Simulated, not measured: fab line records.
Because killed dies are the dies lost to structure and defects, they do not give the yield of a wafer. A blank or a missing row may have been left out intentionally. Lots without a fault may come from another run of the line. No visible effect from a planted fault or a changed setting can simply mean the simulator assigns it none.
fab line records	flow n5_finfet
record lots=7	wafers=20	last_day=20
route steps=1938 shown BEOL_M0_CUTY@703 BEOL_M0@715 BEOL_M4@1111 PASSIVATION@1936
lots that met no fault: from a run of the same line without faults
start_h: hours from the record's opening day to when the first of the lot's shown wafers began	wait_h: hours since the lot's step before	" unchanged from the row above	L1.1+2: a row that stands for several wafers	- no value, or no start was given	* or withheld: withheld	< > ~ a bound
route shown NAME@n: names a module that has steps shown in the file, with the first one's number in the route	usual: mean and standard deviation over wafers with no fault	same: alike in all rows	chamber/n: place in a boat	sites: each site's reading	_std_site: the standard deviation of these	_edge_site: outer sites' mean less inner sites'	radius_mm: how far each site lies from the wafer's centre	mask NAME#n: copy n	behind: the tool/chamber that last shaped the wafer	hold: reason for holding the lot/hours on hold/outcome of the hold	device: whichever transistor did not switch (one of n, p or np)	end of line: tests run on the same wafers once the route is complete	a step given without rows: its recipe and nothing more	killed: count of dies lost to structure and defects at first sort (not the wafer's yield)	map: shows each die of a wafer: x if killed, . if not, _ if none is there
set.NAME: the run value of the setting; set.NAME@STEP: its run value at that earlier step	model.NAME: the simulator's own value behind a step, which no gauge read
a table for each step, a row for each wafer; lots at some steps of the route
services: when a tool's chamber went out of use (start_h, in hours from the record's first day, below 0 if earlier), for how many hours, and the reason
## steps
# step N5_BEOL_M0_CUTY_EBR_52
# recipe solvent=PGMEA	ebr_width_mm=1.5
# step N5_BEOL_M0_CUTY_SOFTBAKE_53
# recipe temp_c=110	time_s=60	resist=CAR-ArF-block
# step N5_BEOL_M0_CUTY_EXPOSE_54
# recipe mask_id=M0_ABLK	na=1.35	source_shape=conventional	sigma_outer=0.8	polarization=unpolarized	dose_mj=36
# step N5_BEOL_M0_CUTY_PEB_55
# recipe peb_temp_c=110	peb_time_s=60	resist=CAR-ArF-block
# step N5_BEOL_M0_CUTY_DEVELOP_56
# recipe develop_time_s=30	developer=TMAH	resist=CAR-ArF-block	rinse_liquid=diw	dry=air_spin	dev_temp_c=23
# step N5_BEOL_M0_CUTY_CD_MEAS_57
# recipe target_cd_nm=200	landing_energy_ev=500	detector=se_inlens	polarity=line
# usual cd_nm=199.3/1.2
lot.wafer	tool	chamber	start_h	wait_h	cd_nm
L807.1	cd_sem-02	0	125.18	-	198.6
L807.3	"	0	"	"	198.1
L807.5	"	0	"	"	198.0
L814.1	cd_sem-01	0	164.74	-	199.1
L814.2	"	0	"	"	199.7
L816.1	cd_sem-02	0	177.67	-	199.4
L816.3	"	0	"	"	198.3
L816.6	"	0	"	"	198.3
L817.3	cd_sem-02	0	184.58	-	198.3
L817.5	"	0	"	"	198.4
L817.6	"	0	"	"	198.9
L822.1	cd_sem-01	0	211.94	-	198.6
L822.4	"	0	"	"	197.3
L822.6	"	0	"	"	197.5
L823.2	cd_sem-01	0	221.97	-	198.1
L823.3	"	0	"	"	199.1
L823.6	"	0	"	"	199.9
L826.2	cd_sem-02	0	242.46	-	202.2
L826.4	"	0	"	"	199.4
L826.5	"	0	"	"	199.9
# step N5_BEOL_M0_CUTY_OVL_MEAS_58
# recipe points_per_wafer=44
# usual M0_ABLK_OVL=0.2/0.77
lot.wafer	tool	chamber	start_h	wait_h	M0_ABLK_OVL[nm]
L807.1	overlay-01	0	125.21	0.0	0.3
L807.3	"	0	"	"	1.0
L807.5	"	0	"	"	0.1
L814.1	overlay-01	0	164.77	0.0	-1.2
L814.2	"	0	"	"	-0.4
L816.1	overlay-01	0	177.70	0.0	0.3
L816.3	"	0	"	"	0.3
L816.6	"	0	"	"	-0.3
L817.3	overlay-01	0	184.61	0.0	0.8
L817.5	"	0	"	"	1.7
L817.6	"	0	"	"	0.5
L822.1	overlay-01	0	211.97	0.0	-0.1
L822.4	"	0	"	"	0.0
L822.6	"	0	"	"	0.4
L823.2	overlay-01	0	222.00	0.0	0.0
L823.3	"	0	"	"	-0.1
L823.6	"	0	"	"	-0.9
L826.2	overlay-01	0	242.49	0.0	-0.2
L826.4	"	0	"	"	0.3
L826.5	"	0	"	"	0.4
# step N5_BEOL_M0_CUTY_INSPECT_59
# recipe mode=adi	inspect_instrument=macro
# usual raw_defect_count=2.1/1.5
lot.wafer	tool	chamber	start_h	wait_h	raw_defect_count
L807.1	defect_inspect-01	-	125.24	0.0	3
L807.3	"	-	"	"	4
L807.5	"	-	"	"	1
L814.1	defect_inspect-02	-	164.79	0.0	1
L814.2	"	-	"	"	1
L816.1	defect_inspect-02	-	177.73	0.0	1
L816.3	"	-	"	"	1
L816.6	"	-	"	"	5
L817.3	defect_inspect-02	-	184.63	0.0	0
L817.5	"	-	"	"	1
L817.6	"	-	"	"	0
L822.1	defect_inspect-02	-	211.99	0.0	3
L822.4	"	-	"	"	2
L822.6	"	-	"	"	3
L823.2	defect_inspect-02	-	222.02	0.0	4
L823.3	"	-	"	"	1
L823.6	"	-	"	"	1
L826.2	defect_inspect-02	-	242.51	0.0	4
L826.4	"	-	"	"	1
L826.5	"	-	"	"	2
# step N5_BEOL_M0_CUTY_DESCUM_61
# recipe chemistry=O2	time_s=7.9	source_power_w=50	bias_power_w=20	pressure_mtorr=20	rf_frequency_hz=2.712e+07	temp_c=40	resist=CAR-ArF-block	o2_flow_sccm=225
# usual chamber_pressure_mTorr=19.999/0.017	drypump_motor_current_A=6.06/0.18	oes_product_au=0.78/0.085	rf_vpp_V=242.4/1.2	showerhead_plenum_p_Torr=2.05/0.059	throttle_valve_pct=20.49/0.27
lot.wafer	tool	chamber	start_h	wait_h	chamber_pressure_mTorr	drypump_motor_current_A	oes_product_au	rf_hours_counter_h	rf_vpp_V	showerhead_plenum_p_Torr	throttle_valve_pct
L807.1	rie_diel-04	0	125.27	0.0	20.000	6.00	0.70	213	241.7	2.00	20.43
L807.3	"	2	"	"	19.982	5.84	0.70	220	241.8	2.06	20.75
L807.5	"	1	"	"	20.011	6.04	0.77	-	242.7	2.05	20.76
L814.1	rie_diel-04	0	164.83	0.0	19.987	5.98	0.69	225	241.0	2.00	20.45
L814.2	"	3	"	"	19.996	6.14	0.78	93	243.2	2.03	20.68
L816.1	rie_diel-04	1	177.79	0.1	19.997	6.03	0.76	152	241.4	2.05	20.80
L816.3	"	2	"	"	20.020	5.80	0.70	236	242.3	2.05	20.76
L816.6	"	2	"	"	20.021	5.82	0.69	-	241.9	2.05	20.77
L817.3	rie_diel-04	2	185.08	0.4	19.964	5.79	0.69	238	243.4	2.05	20.78
L817.5	"	3	"	"	20.024	6.09	0.78	-	242.0	2.03	20.70
L817.6	"	0	"	"	20.021	5.97	0.69	-	240.9	2.00	20.46
L822.1	rie_diel-02	3	212.03	0.0	19.981	6.10	0.90	34	245.0	2.14	20.06
L822.4	"	1	"	"	20.009	6.31	0.91	14	244.6	2.21	20.12
L822.6	"	0	"	"	19.987	6.31	0.82	-	241.4	2.05	20.44
L823.2	rie_diel-02	3	222.05	0.0	19.992	6.11	0.88	37	244.6	2.14	20.07
L823.3	"	0	"	"	20.003	6.28	0.81	68	241.4	2.05	20.42
L823.6	"	3	"	"	20.004	6.10	0.88	-	244.8	2.14	20.06
L826.2	rie_diel-02	2	242.55	0.0	19.994	6.14	0.73	182	242.5	1.99	20.16
L826.4	"	0	"	"	20.010	6.28	0.81	76	241.6	2.04	20.45
L826.5	"	2	"	"	19.988	6.10	0.74	-	241.7	1.99	20.17
# step N5_BEOL_M0_CUTY_ETCH_62
# recipe chemistry=CF4	target=SiARC	mask_material=CAR-ArF-block	time_s=58.5	ion_energy_ev=80	pressure_mtorr=40	source_w=545	bias_w=36	Ar_flow_sccm=100	cf4_flow_sccm=100	ends=cleared
# usual chamber_pressure_mTorr=40.00/0.033	drypump_motor_current_A=6.06/0.18	etch_rf_on_time_s=58.1/1.8	oes_product_au=0.67/0.073	rf_vpp_V=183.5/1.1	showerhead_plenum_p_Torr=2.10/0.06	throttle_valve_pct=15.66/0.25
lot.wafer	tool	chamber	start_h	wait_h	chamber_pressure_mTorr	drypump_motor_current_A	etch_rf_on_time_s	oes_product_au	rf_hours_counter_h	rf_vpp_V	showerhead_plenum_p_Torr	throttle_valve_pct
L807.1	rie_diel-04	0	125.31	0.0	40.00	6.02	56.9	0.60	213	182.0	2.06	15.72
L807.3	"	2	"	"	39.97	5.80	57.5	0.62	220	183.7	2.12	16.02
L807.5	"	1	"	"	40.05	6.05	56.0	0.67	-	182.7	2.07	15.75
L814.1	rie_diel-04	0	164.86	0.0	39.95	5.99	58.1	0.59	225	183.9	2.06	15.73
L814.2	"	3	"	"	39.99	6.15	59.4	0.66	93	183.0	2.06	15.69
L816.1	rie_diel-04	1	177.83	0.0	40.04	6.04	56.4	0.65	152	183.9	2.07	15.77
L816.3	"	2	"	"	39.98	5.79	59.2	0.60	236	183.5	2.12	16.06
L816.6	"	2	"	"	40.01	5.78	58.6	0.61	-	183.3	2.12	16.07
L817.3	rie_diel-04	2	185.12	0.0	40.01	5.78	58.6	0.60	238	185.3	2.11	16.07
L817.5	"	3	"	"	39.99	6.16	59.5	0.67	-	182.1	2.06	15.69
L817.6	"	0	"	"	40.00	6.00	58.4	0.58	-	183.1	2.06	15.75
L822.1	rie_diel-02	3	212.06	0.0	40.04	6.09	55.9	0.76	34	184.3	2.18	15.17
L822.4	"	1	"	"	39.97	6.27	57.5	0.77	14	184.9	2.28	15.40
L822.6	"	0	"	"	40.02	6.25	60.6	0.70	-	184.7	2.09	15.53
L823.2	rie_diel-02	3	222.09	0.0	39.96	6.11	55.3	0.76	37	183.9	2.18	15.18
L823.3	"	0	"	"	39.99	6.28	60.1	0.70	68	182.4	2.09	15.51
L823.6	"	3	"	"	40.00	6.12	55.8	0.77	-	184.3	2.18	15.18
L826.2	rie_diel-02	2	242.58	0.0	39.98	6.17	57.5	0.64	182	183.0	2.06	15.55
L826.4	"	0	"	"	40.00	6.29	59.9	0.69	76	184.9	2.09	15.56
L826.5	"	2	"	"	39.98	6.20	57.4	0.63	-	183.0	2.06	15.55
# step N5_BEOL_M0_CUTY_ETCH_63
# recipe chemistry=N2/H2	target=SOC	target_depth_a=827	overetch_a=165	mask_material=SiARC	temp_c=40	ion_energy_ev=200	time_s=124	pressure_mtorr=30	source_w=840	bias_w=150	n2_flow_sccm=200	h2_flow_sccm=200
# usual chamber_pressure_mTorr=29.999/0.028	drypump_motor_current_A=6.06/0.18	oes_product_au=0.64/0.065	rf_vpp_V=522.2/2.3	showerhead_plenum_p_Torr=2.48/0.079	throttle_valve_pct=17.81/0.26
lot.wafer	tool	chamber	start_h	wait_h	chamber_pressure_mTorr	drypump_motor_current_A	oes_product_au	rf_hours_counter_h	rf_vpp_V	showerhead_plenum_p_Torr	throttle_valve_pct
L807.1	rie_diel-04	0	125.35	0.0	29.973	6.01	0.57	213	520.6	2.41	17.69
L807.3	"	2	"	"	30.018	5.78	0.59	220	524.8	2.51	18.19
L807.5	"	1	"	"	30.065	6.05	0.63	-	521.6	2.44	17.91
L814.1	rie_diel-04	0	164.91	0.0	30.029	6.00	0.56	225	519.7	2.41	17.70
L814.2	"	3	"	"	29.954	6.16	0.65	93	521.7	2.46	18.00
L816.1	rie_diel-04	1	177.87	0.0	30.008	6.06	0.62	152	521.5	2.43	17.93
L816.3	"	2	"	"	30.032	5.79	0.59	236	524.0	2.51	18.22
L816.6	"	2	"	"	30.031	5.74	0.58	-	522.6	2.51	18.23
L817.3	rie_diel-04	2	185.16	0.0	29.998	5.77	0.58	238	522.2	2.51	18.22
L817.5	"	3	"	"	30.019	6.17	0.65	-	520.7	2.45	18.00
L817.6	"	0	"	"	30.058	5.99	0.56	-	519.4	2.41	17.73
L822.1	rie_diel-02	3	212.11	0.0	30.016	6.09	0.71	34	524.9	2.61	17.50
L822.4	"	1	"	"	30.066	6.29	0.74	14	529.5	2.70	17.51
L822.6	"	0	"	"	29.996	6.31	0.69	-	520.6	2.47	17.70
L823.2	rie_diel-02	3	222.14	0.0	30.028	6.12	0.71	37	526.3	2.61	17.51
L823.3	"	0	"	"	30.014	6.29	0.68	68	523.1	2.47	17.73
L823.6	"	3	"	"	30.006	6.11	0.71	-	525.5	2.61	17.51
L826.2	rie_diel-02	2	242.63	0.0	30.004	6.17	0.60	182	520.0	2.42	17.50
L826.4	"	0	"	"	30.034	6.27	0.67	76	521.7	2.47	17.73
L826.5	"	2	"	"	30.014	6.18	0.60	-	519.2	2.42	17.52
# step N5_BEOL_M0_CUTY_STRIP_64
# recipe chemistry=N2/H2	temp_c=40	n2_flow_sccm=200	h2_flow_sccm=200	rf_frequency_hz=6e+07
# step N5_BEOL_M0_ETCH_138
# recipe chemistry=CH3F/O2	target_depth_a=120	target=SiCN	time_s=31.6	ion_energy_ev=120	pressure_mtorr=30	source_w=395	bias_w=75	Ar_flow_sccm=150	CH3F_flow_sccm=30	O2_flow_sccm=20	ends=cleared
# usual CH3F_flow_sccm=30.00/0.094	chamber_pressure_mTorr=29.998/0.029	drypump_motor_current_A=6.06/0.19	etch_rf_on_time_s=29.1/1.2	oes_product_au=0.67/0.073	rf_vpp_V=296.4/1.5	showerhead_plenum_p_Torr=1.96/0.063	throttle_valve_pct=16.35/0.21
lot.wafer	tool	chamber	start_h	wait_h	CH3F_flow_sccm	chamber_pressure_mTorr	drypump_motor_current_A	etch_rf_on_time_s	oes_product_au	rf_hours_counter_h	rf_vpp_V	showerhead_plenum_p_Torr	throttle_valve_pct
L807.1	rie_diel-04	0	125.48	0.0	30.01	29.977	6.02	28.3	0.59	213	293.7	1.92	16.36
L807.3	"	2	"	"	29.95	30.024	5.79	29.7	0.60	220	297.5	1.97	16.66
L807.5	"	1	"	"	29.94	30.006	6.05	29.0	0.67	-	294.2	1.93	16.39
L814.1	rie_diel-04	0	165.03	0.0	29.98	30.048	6.00	29.3	0.58	225	295.0	1.92	16.40
L814.2	"	3	"	"	30.15	29.977	6.17	21.5	0.79	93	296.4	1.93	16.45
L816.1	rie_diel-04	1	178.00	0.0	30.01	29.971	6.06	27.7	0.66	152	294.9	1.92	16.43
L816.3	"	2	"	"	30.19	29.930	5.78	21.5	0.71	236	296.3	1.96	16.70
L816.6	"	2	"	"	30.06	30.053	5.81	30.0	0.59	-	298.1	1.96	16.68
L817.3	rie_diel-04	2	185.29	0.0	30.00	29.993	5.76	22.3	0.70	238	296.5	1.96	16.69
L817.5	"	3	"	"	29.79	29.992	6.13	31.0	0.66	-	296.6	1.92	16.44
L817.6	"	0	"	"	29.89	29.960	5.98	29.8	0.58	-	296.0	1.91	16.40
L822.1	rie_diel-02	3	212.23	0.0	30.10	29.979	6.09	28.2	0.76	34	297.2	2.05	15.97
L822.4	"	1	"	"	29.83	30.012	6.31	29.1	0.79	14	299.9	2.14	16.17
L822.6	"	0	"	"	29.96	29.978	6.29	31.9	0.70	-	297.2	1.94	16.19
L823.2	rie_diel-02	3	222.26	0.0	29.94	30.003	6.11	27.4	0.76	37	297.2	2.05	16.00
L823.3	"	0	"	"	30.03	30.039	6.31	29.4	0.70	68	295.3	1.94	16.19
L823.6	"	3	"	"	30.10	29.981	6.11	27.7	0.75	-	299.5	2.05	15.99
L826.2	rie_diel-02	2	242.75	0.0	30.05	29.984	6.15	29.1	0.64	182	294.8	1.91	16.21
L826.4	"	0	"	"	30.04	30.036	6.26	31.1	0.69	76	295.6	1.94	16.21
L826.5	"	2	"	"	30.05	29.994	6.14	29.8	0.63	-	296.2	1.91	16.21
# step N5_BEOL_M0_HM_OPEN_105
# recipe chemistry=Cl2/BCl3	target_depth_a=120	target=TiN	ion_energy_ev=150	pressure_mtorr=10	icp_w=1000	bias_w=126	Cl2_flow_sccm=53.25	bcl3_flow_sccm=21.75	Ar_flow_sccm=25
# usual bcl3_flow_sccm=21.74/0.074	chamber_pressure_mTorr=10.001/0.0089	drypump_motor_current_A=5.9/0.56	oes_ar_750_au=0.74/0.12	oes_product_au=0.73/0.11	throttle_valve_pct=22.02/0.2
lot.wafer	tool	chamber	start_h	wait_h	bcl3_flow_sccm	chamber_pressure_mTorr	drypump_motor_current_A	oes_ar_750_au	oes_product_au	rf_hours_counter_h	throttle_valve_pct
L807.1	rie_metal-02	0	131.17	5.6	21.64	10.005	6.4	0.73	0.73	76	22.11
L807.3	"	0	"	"	21.70	10.005	6.4	0.73	0.73	-	22.13
L807.5	"	0	"	"	21.86	10.001	6.4	0.73	0.73	-	22.13
L814.1	rie_metal-01	1	165.77	0.7	21.82	10.020	5.6	0.71	0.71	73	22.00
L814.2	"	0	"	"	21.74	10.002	5.2	0.59	0.58	135	22.35
L816.1	rie_metal-01	1	180.23	2.2	21.76	10.012	5.6	0.71	0.71	75	22.03
L816.3	"	1	"	"	21.67	9.990	5.6	0.72	0.70	-	22.02
L816.6	"	1	"	"	21.76	9.992	5.6	0.72	0.70	-	22.04
L817.3	rie_metal-02	0	187.29	2.0	21.75	9.998	6.4	0.71	0.72	-	22.16
L817.5	"	0	"	"	21.72	10.010	6.4	0.72	0.71	-	22.16
L817.6	"	1	"	"	21.88	10.014	6.7	0.77	0.79	-	22.12
L822.1	rie_metal-02	1	215.17	2.9	21.75	10.006	6.7	0.76	0.79	41	22.14
L822.4	"	0	"	"	21.79	10.011	6.4	0.71	0.70	-	22.17
L822.6	"	0	"	"	21.78	9.990	6.4	0.72	0.71	-	22.16
L823.2	rie_metal-02	0	223.83	1.5	21.69	10.007	6.4	0.72	0.72	83	22.15
L823.3	"	0	"	"	21.71	9.996	6.4	0.71	0.71	-	22.16
L823.6	"	1	"	"	21.69	9.996	6.7	0.76	0.79	-	22.12
L826.2	rie_metal-02	1	243.97	1.2	21.65	10.009	6.7	0.76	0.80	43	22.13
L826.4	"	0	"	"	21.72	10.008	6.4	0.71	0.71	-	22.15
L826.5	"	1	"	"	21.62	10.019	6.7	0.76	0.79	-	22.12
# step N5_BEOL_M4_RC_MEAS_101
# usual DIBL_N=36.3/1.9	DIBL_P=36.6/2.4	IOFF_N=0.17/0.037	IOFF_P=0.23/0.04	ION_N=682/14	ION_P=468/8.6	SS_N=71.6/0.67	SS_P=73.4/0.71	VT_N=248/3.3	VT_P=-248.9/2.9
lot.wafer	tool	chamber	start_h	wait_h	DIBL_N[mV/V]	DIBL_P[mV/V]	IOFF_N[nA/um]	IOFF_P[nA/um]	ION_N[uA/um]	ION_P[uA/um]	SS_N[mV/dec]	SS_P[mV/dec]	VT_N[mV]	VT_P[mV]
L807.1	prober-02	0	193.59	0.0	35.8	38.0	0.18	0.26	704	485	71.6	72.8	248	-246.5
L807.3	"	0	"	"	38.1	39.2	0.20	0.28	679	465	72.0	73.8	248	-244.1
L807.5	"	0	"	"	37.5	39.6	0.21	0.30	688	477	71.9	73.2	243	-244.3
L814.1	prober-02	0	248.92	0.0	33.3	32.7	0.10	0.16	660	458	70.8	72.3	256	-253.3
L814.2	"	0	"	"	39.3	38.3	0.18	0.23	668	455	71.9	74.2	250	-249.3
L816.1	prober-02	0	274.99	0.0	33.3	32.9	0.12	0.17	678	464	70.6	72.7	251	-253.3
L816.3	"	0	"	"	35.3	36.6	0.17	0.23	694	469	72.0	73.9	248	-248.2
L816.6	"	0	"	"	32.2	31.6	0.11	0.16	675	460	70.4	72.5	253	-254.2
L817.3	prober-02	0	278.29	0.3	37.8	37.3	0.18	0.22	675	461	71.8	73.7	247	-251.1
L817.5	"	0	"	"	34.1	33.5	0.12	0.17	673	463	70.6	72.4	251	-252.5
L817.6	"	0	"	"	35.7	35.2	0.13	0.18	678	462	70.7	72.6	252	-250.8
L822.1	prober-02	0	331.91	0.0	37.4	37.1	0.17	0.21	676	461	71.5	72.9	247	-250.8
L822.4	"	0	"	"	37.4	35.6	0.18	0.20	674	461	72.4	72.9	245	-251.6
L822.6	"	0	"	"	35.4	34.7	0.14	0.18	665	455	71.6	72.2	250	-253.6
L823.2	prober-02	0	350.07	0.2	35.9	38.5	0.18	0.25	685	474	72.2	74.2	247	-247.0
L823.3	"	0	"	"	33.7	34.9	0.14	0.19	670	462	71.2	72.4	251	-251.4
L823.6	"	0	"	"	36.2	37.8	0.20	0.24	691	467	71.6	74.3	246	-246.1
L826.2	prober-02	0	356.60	0.2	35.5	35.5	0.17	0.21	673	468	71.1	73.4	250	-249.7
L826.4	"	0	"	"	38.6	39.7	0.26	0.28	701	475	72.0	74.4	243	-246.8
L826.5	"	0	"	"	34.1	34.7	0.16	0.20	678	471	70.9	74.0	249	-251.5
# step N5_PASSIVATION_PROBE_49
# usual defect_limited_yield=91.2/1.5	killed_at_M0_to_M3=35/12	killed_at_M4_up=14/5.1	killed_at_contacts=13/6	killed_at_front_end=38/12	killed_at_other=4/3.5	killed_dies=104/18	killed_open=68/13	killed_short=33/8.1	sort_bin_4_leakage=0.00/0.044	sort_bin_5_function=5.2/1	sort_bin_6_memory=3.2/0.69	sort_bin_8_speed=0.01/0.051	sort_n_pass=1076/18
# same gross_dies=1180	killed_at_back_side=0
lot.wafer	tool	chamber	start_h	wait_h	defect_limited_yield[%]	killed_at_M0_to_M3	killed_at_M4_up	killed_at_contacts	killed_at_front_end	killed_at_other	killed_dies	killed_open	killed_short	sort_bin_4_leakage[%]	sort_bin_5_function[%]	sort_bin_6_memory[%]	sort_bin_8_speed[%]	sort_n_pass
L807.1	prober-02	-	317.58	0.0	92.4	37	11	6	32	4	90	56	31	0	4.3	3.1	0	1090
L807.3	prober-02	-	317.68	0.1	91.9	43	12	16	23	1	95	55	36	0	4.2	3.5	0	1085
L807.5	prober-02	-	317.78	0.2	94.2	26	15	6	20	1	68	47	19	0	3.0	2.5	0	1112
L814.2	prober-01	-	360.63	0.1	93.6	21	10	18	22	4	75	55	20	0	4.5	1.8	0	1105
L816.6	prober-02	-	377.30	0.3	91.4	33	10	17	37	5	102	61	41	0	5.2	3.1	0	1078
L817.3	prober-02	-	386.81	0.1	89.7	59	15	15	29	4	122	73	49	0	6.7	2.9	0	1058
L817.5	prober-02	-	386.91	0.2	89.4	59	14	10	31	11	125	88	37	0	6.4	4.2	0	1055
L817.6	prober-02	-	386.96	0.3	91.4	45	19	6	32	0	102	72	30	0	5.1	3.5	0	1078
# killed by level:class
L807.1 BEOL_M0_SAQP:geometric_particle:open=12 STI_FIN_REVEAL:geometric_particle:open=11 BEOL_M0_SAQP:geometric_particle:short=10 BEOL_M4:geometric_particle:open=6 FIN_SAQP:geometric_particle:short=5 DUMMY_GATE:geometric_particle:open=5 MOL_CONTACT_COAG:geometric_particle:short=4 BEOL_M1:geometric_particle:open=4
L807.3 BEOL_M0_SAQP:geometric_particle:short=17 MOL_CONTACT_COAG:geometric_particle:open=13 BEOL_M0_SAQP:geometric_particle:open=10 FIN_SAQP:geometric_particle:short=8 BEOL_M0:geometric_particle:open=8 BEOL_M3:geometric_particle:open=5 BEOL_M4:geometric_particle:open=4 STARTING-WAFER:geometric_particle:short=4
L807.5 BEOL_M0_SAQP:geometric_particle:open=10 BEOL_M1:geometric_particle:open=6 BEOL_M4:geometric_particle:open=6 MOL_CONTACT_COAG:geometric_particle:open=5 STARTING-WAFER:geometric_particle:short=5 FIN_SAQP:geometric_particle:open=4 BEOL_M0_SAQP:geometric_particle:short=3 BEOL_M0:geometric_particle:open=3
L814.2 MOL_CONTACT_COAG:geometric_particle:open=16 BEOL_M3:geometric_particle:open=6 FIN_SAQP:geometric_particle:short=5 STI_FIN_REVEAL:geometric_particle:open=4 BEOL_M0_SAQP:geometric_particle:open=4 BEOL_M2:geometric_particle:open=4 BEOL_M4:geometric_particle:open=4 STARTING-WAFER:geometric_particle:open=4
L816.6 MOL_CONTACT_COAG:geometric_particle:open=16 FIN_SAQP:geometric_particle:short=10 BEOL_M0_SAQP:geometric_particle:short=7 BEOL_M1:geometric_particle:open=7 BEOL_M2:geometric_particle:open=7 FIN_SAQP:geometric_particle:open=4 GATE_CUT:geometric_particle:short=4 BEOL_M3:geometric_particle:open=4
L817.3 BEOL_M0_SAQP:geometric_particle:short=15 MOL_CONTACT_COAG:geometric_particle:open=14 FIN_SAQP:geometric_particle:short=10 BEOL_M0_SAQP:geometric_particle:open=10 BEOL_M3:geometric_particle:open=10 BEOL_M0:geometric_particle:open=6 FIN_SAQP:geometric_particle:open=5 BEOL_M2:geometric_particle:short=5
L817.5 BEOL_M1:geometric_particle:open=14 BEOL_M3:geometric_particle:open=13 FIN_SAQP:geometric_particle:open=11 BEOL_M0_SAQP:geometric_particle:open=11 MOL_CONTACT_COAG:geometric_particle:open=10 BEOL_M2:geometric_particle:open=8 BEOL_M0_SAQP:geometric_particle:short=6 BEOL_M4:geometric_particle:open=6
L817.6 BEOL_M3:geometric_particle:open=11 BEOL_M5:geometric_particle:open=11 BEOL_M2:geometric_particle:open=8 FIN_SAQP:geometric_particle:short=7 BEOL_M0:geometric_particle:open=7 BEOL_M0_SAQP:geometric_particle:open=7 FIN_SAQP:geometric_particle:open=6 BEOL_M0_SAQP:geometric_particle:short=5
## services
tool	chamber	start_h	hours	kind
rie_diel-02	3	102.85	-	clean
rie_diel-02	3	102.85	-	consumable_replace:focus_ring
rie_diel-02	3	102.85	13.7	scheduled_down
rie_diel-02	3	102.85	13.7	vent_cycle
rie_metal-02	-	149.56	0.3	repair
rie_diel-02	1	151.07	-	clean
rie_diel-02	1	151.07	-	consumable_replace:focus_ring
rie_diel-02	1	151.07	-	consumable_replace:showerhead
rie_diel-02	1	151.07	18.1	scheduled_down
rie_diel-02	1	151.07	18.1	vent_cycle
rie_metal-01	0	176.10	-	clean
rie_metal-01	0	176.10	23.4	scheduled_down
rie_diel-04	1	184.51	1.2	repair
rie_metal-01	0	208.45	22.1	repair
rie_diel-04	2	219.63	4.6	repair
rie_diel-04	2	228.76	-	clean
rie_diel-04	2	228.76	-	consumable_replace:focus_ring
rie_diel-04	2	228.76	14.8	scheduled_down
rie_diel-04	2	228.76	14.8	vent_cycle
rie_diel-04	0	244.03	-	clean
rie_diel-04	0	244.03	-	consumable_replace:focus_ring
rie_diel-04	0	244.03	-	consumable_replace:showerhead
rie_diel-04	0	244.03	21.5	scheduled_down
rie_diel-04	0	244.03	21.5	vent_cycle
## key
first_sign step=N5_BEOL_M0_ETCH_138	reading=etch_rf_on_time_s	direction=down	sigmas=6.3	usual=*	struck=*
effect none on later readings
met_at N5_BEOL_M0_ETCH_138
struck_wafers L814.2,L816.3,L817.3
onset_between 125.48 165.03
fault kind=process_parameter_drift	tool=rie_diel-04	chamber=-	onset_h=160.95	steps=N5_BEOL_M0_ETCH_138	channel=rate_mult	offset=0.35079	shape=step	end_h=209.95	scope=struck_wafers_only
